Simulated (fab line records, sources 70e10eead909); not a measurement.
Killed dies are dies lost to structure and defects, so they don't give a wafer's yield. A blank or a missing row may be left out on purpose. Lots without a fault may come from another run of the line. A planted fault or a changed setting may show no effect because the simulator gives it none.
Chamber matching | flow nand_harc | NHARC_A_STAIRCASE_ALD_415 on ald_hk-03: 4 sister chambers
The step deposits SiO2, target thk 30 nm, pulse time 6 s, ald cycles 300. 4 wafers are shown with their chamber, then 9 later ones without.

WAFERS WITH THEIR CHAMBER
wafer  | chamber | heater_power_w (W)
L087.2 | 0       | 412
L087.4 | 1       | 442
L089.3 | 2       | 540
L089.6 | 3       | 544

WAFERS WITHOUT THEIR CHAMBER
wafer  | heater_power_w (W)
L094.1 | 542
L094.4 | 522
L094.6 | 543
L095.2 | 546
L095.3 | 511
L095.6 | 436
L097.2 | 543
L097.3 | 561
L097.5 | 427

WHICH CHAMBER EACH WENT THROUGH
wafer  | from the rows above     | in truth
L094.1 | can't be placed: 2 or 3 | 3
L094.4 | can't be placed: 2 or 3 | 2
L094.6 | can't be placed: 3 or 2 | 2
L095.2 | can't be placed: 3 or 2 | 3
L095.3 | can't be placed: 2 or 3 | 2
L095.6 | can't be placed: 1 or 0 | 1
L097.2 | can't be placed: 3 or 2 | 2
L097.3 | can't be placed: 3 or 2 | 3
L097.5 | can't be placed: 0 or 1 | 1
Placed correctly: 0 of 9. Can't be placed from these rows: 9 (the true chamber is among the candidates in 9). Placed wrongly: 0.
How it was worked out, from the rows above alone: a wafer's distance from a chamber is the root of the sum, over the readings, of the square of ((its reading less the chamber's mean) divided by the reading's scatter). The wafer belongs to the nearest chamber; if the next one is less than 2 further off, it can't be placed. A chamber's mean is the mean of its shown wafers. The scatter: with one shown wafer a chamber, the root of the mean of the squares of how far each hidden wafer lies from its nearest shown one.
